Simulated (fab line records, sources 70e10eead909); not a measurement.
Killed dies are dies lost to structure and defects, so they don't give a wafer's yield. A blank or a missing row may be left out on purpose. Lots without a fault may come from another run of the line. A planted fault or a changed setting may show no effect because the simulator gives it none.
Chamber matching | flow nand_harc | NHARC_P_CONTACT_STRIP_28 on rie_diel-08: 4 sister chambers
The step strips in O2. 22 wafers are shown with their chamber, then 11 later ones without.

WAFERS WITH THEIR CHAMBER
wafer  | chamber | drypump_motor_current_A (A) | oes_product_au (a.u.) | throttle_valve_pct (%)
L077.2 | 0       | 5.7                         | 0.985                 | 17.033
L077.3 | 3       | 6.1                         | 0.980                 | 17.032
L077.5 | 0       | 5.7                         | 0.994                 | 17.042
L077.1 | 1       | 5.7                         | 0.993                 | 17.039
L077.4 | 2       | 5.2                         | 0.989                 | 17.057
L077.6 | 1       | 5.7                         | 0.997                 | 17.024
L079.4 | 3       | 6.2                         | 0.984                 | 17.030
L079.5 | 0       | 5.7                         | 1.000                 | 17.040
L079.6 | 1       | 5.6                         | 1.004                 | 17.039
L082.1 | 0       | 5.7                         | 0.999                 | 17.039
L082.3 | 2       | 5.1                         | 1.013                 | 17.065
L082.4 | 1       | 5.6                         | 1.002                 | 17.046
L083.2 | 3       | 6.2                         | 0.988                 | 17.027
L083.3 | 0       | 5.7                         | 0.997                 | 17.042
L083.4 | 1       | 5.6                         | 1.009                 | 17.036
L085.1 | 3       | 6.2                         | 0.999                 | 17.038
L085.2 | 2       | 5.1                         | 1.022                 | 17.024
L085.6 | 2       | 5.2                         | 1.019                 | 17.037
L086.3 | 1       | 5.7                         | 0.999                 | 17.031
L086.5 | 1       | 5.7                         | 0.999                 | 17.050
L086.6 | 2       | 5.1                         | 1.007                 | 17.020
L088.2 | 2       | 5.2                         | 1.017                 | 17.042

SIGNATURES (means of the wafers above)
reading                 | chamber 0 | chamber 1 | chamber 2 | chamber 3 | scatter within a chamber
drypump_motor_current_A | 5.700     | 5.657     | 5.150     | 6.175     | 0.0469
oes_product_au          | 0.99500   | 1.00043   | 1.01117   | 0.98775   | 0.00827
throttle_valve_pct      | 17.03920  | 17.03786  | 17.04083  | 17.03175  | 0.0109
Rule: a wafer's distance from a chamber is the root of the sum, over the readings, of the square of ((its reading less the chamber's mean) divided by the reading's scatter). The wafer belongs to the nearest chamber; if the next one is less than 2 further off, it can't be placed. The scatter: the root of (the sum of the squares of (reading less its chamber's mean) over the shown wafers, divided by (wafers less chambers)).

WAFERS WITHOUT THEIR CHAMBER
wafer  | drypump_motor_current_A (A) | oes_product_au (a.u.) | throttle_valve_pct (%)
L088.3 | 5.6                         | 1.005                 | 17.053
L088.4 | 6.2                         | 0.993                 | 17.025
L091.1 | 5.2                         | 1.000                 | 17.042
L091.3 | 6.1                         | 0.998                 | 17.041
L091.5 | 5.1                         | 1.006                 | 17.050
L092.1 | 6.2                         | 0.992                 | 17.032
L092.4 | 5.6                         | 1.001                 | 17.035
L092.5 | 6.1                         | 0.993                 | 17.039
L093.2 | 6.2                         | 1.007                 | 17.023
L093.4 | 5.7                         | 0.999                 | 17.031
L093.5 | 5.1                         | 1.002                 | 17.045

WHICH CHAMBER EACH WENT THROUGH
wafer  | from the rows above     | in truth
L088.3 | can't be placed: 1 or 0 | 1
L088.4 | 3                       | 3
L091.1 | 2                       | 2
L091.3 | 3                       | 3
L091.5 | 2                       | 2
L092.1 | 3                       | 3
L092.4 | can't be placed: 1 or 0 | 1
L092.5 | 3                       | 3
L093.2 | 3                       | 3
L093.4 | can't be placed: 0 or 1 | 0
L093.5 | 2                       | 2
Placed correctly: 8 of 11. Can't be placed from these rows: 3 (the true chamber is among the candidates in 3). Placed wrongly: 0.
